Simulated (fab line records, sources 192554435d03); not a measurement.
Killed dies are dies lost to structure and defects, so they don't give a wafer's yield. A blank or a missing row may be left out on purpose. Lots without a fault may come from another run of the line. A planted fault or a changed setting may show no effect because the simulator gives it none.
Chamber matching | flow n5_finfet | N5_BEOL_M2_ETCH_63 on rie_diel-04: 4 sister chambers
The step etches SiARC in CF4, target depth 15.6 nm, time 26 s. 22 wafers are shown with their chamber, then 11 later ones without.

WAFERS WITH THEIR CHAMBER
wafer  | chamber | drypump_motor_current_A (A) | etch_rf_on_time_s (s) | throttle_valve_pct (%)
L078.1 | 3       | 5.7                         | 26.4                  | 15.69
L078.2 | 2       | 4.7                         | 25.3                  | 15.59
L078.4 | 0       | 5.5                         | 25.3                  | 15.61
L080.1 | 3       | 5.7                         | 26.4                  | 15.71
L080.2 | 0       | 5.6                         | 25.2                  | 15.59
L080.6 | 3       | 5.7                         | 26.4                  | 15.70
L081.1 | 3       | 5.7                         | 26.3                  | 15.71
L081.4 | 1       | 5.8                         | 27.3                  | 15.59
L081.6 | 2       | 4.8                         | 25.2                  | 15.59
L079.1 | 1       | 5.8                         | 27.2                  | 15.61
L079.3 | 2       | 4.8                         | 25.4                  | 15.61
L079.6 | 1       | 5.8                         | 26.8                  | 15.59
L083.2 | 2       | 4.7                         | 25.2                  | 15.61
L083.3 | 1       | 5.8                         | 26.7                  | 15.58
L083.4 | 3       | 5.6                         | 26.0                  | 15.73
L082.2 | 1       | 5.8                         | 27.0                  | 15.59
L082.4 | 2       | 4.7                         | 25.3                  | 15.63
L082.5 | 3       | 5.7                         | 26.2                  | 15.73
L087.3 | 2       | 4.7                         | 25.1                  | 15.63
L087.4 | 0       | 5.5                         | 24.7                  | 15.17
L087.6 | 0       | 5.5                         | 24.2                  | 15.15
L089.1 | 2       | 4.7                         | 25.0                  | 15.66

SIGNATURES (means of the wafers above)
reading                 | chamber 0 | chamber 1 | chamber 2 | chamber 3 | scatter within a chamber
drypump_motor_current_A | 5.525     | 5.800     | 4.729     | 5.683     | 0.0409
etch_rf_on_time_s       | 24.850    | 27.000    | 25.214    | 26.283    | 0.265
throttle_valve_pct      | 15.3800   | 15.5920   | 15.6171   | 15.7117   | 0.105
Rule: a wafer's distance from a chamber is the root of the sum, over the readings, of the square of ((its reading less the chamber's mean) divided by the reading's scatter). The wafer belongs to the nearest chamber; if the next one is less than 2 further off, it can't be placed. The scatter: the root of (the sum of the squares of (reading less its chamber's mean) over the shown wafers, divided by (wafers less chambers)).

WAFERS WITHOUT THEIR CHAMBER
wafer  | drypump_motor_current_A (A) | etch_rf_on_time_s (s) | throttle_valve_pct (%)
L089.2 | 5.6                         | 25.6                  | 15.74
L089.6 | 5.6                         | 25.6                  | 15.76
L092.1 | 5.7                         | 26.3                  | 15.78
L092.3 | 4.7                         | 25.5                  | 15.66
L092.4 | 4.7                         | 25.5                  | 15.66
L095.4 | 5.6                         | 24.3                  | 15.18
L095.5 | 5.8                         | 26.9                  | 15.61
L095.6 | 5.5                         | 24.4                  | 15.18
L096.3 | 5.8                         | 26.8                  | 15.62
L096.5 | 5.7                         | 25.8                  | 15.79
L096.6 | 4.8                         | 25.3                  | 15.69

WHICH CHAMBER EACH WENT THROUGH
wafer  | from the rows above     | in truth
L089.2 | can't be placed: 3 or 0 | 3
L089.6 | can't be placed: 3 or 0 | 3
L092.1 | 3                       | 3
L092.3 | 2                       | 2
L092.4 | 2                       | 2
L095.4 | 0                       | 0
L095.5 | 1                       | 1
L095.6 | 0                       | 0
L096.3 | 1                       | 1
L096.5 | 3                       | 3
L096.6 | 2                       | 2
Placed correctly: 9 of 11. Can't be placed from these rows: 2 (the true chamber is among the candidates in 2). Placed wrongly: 0.
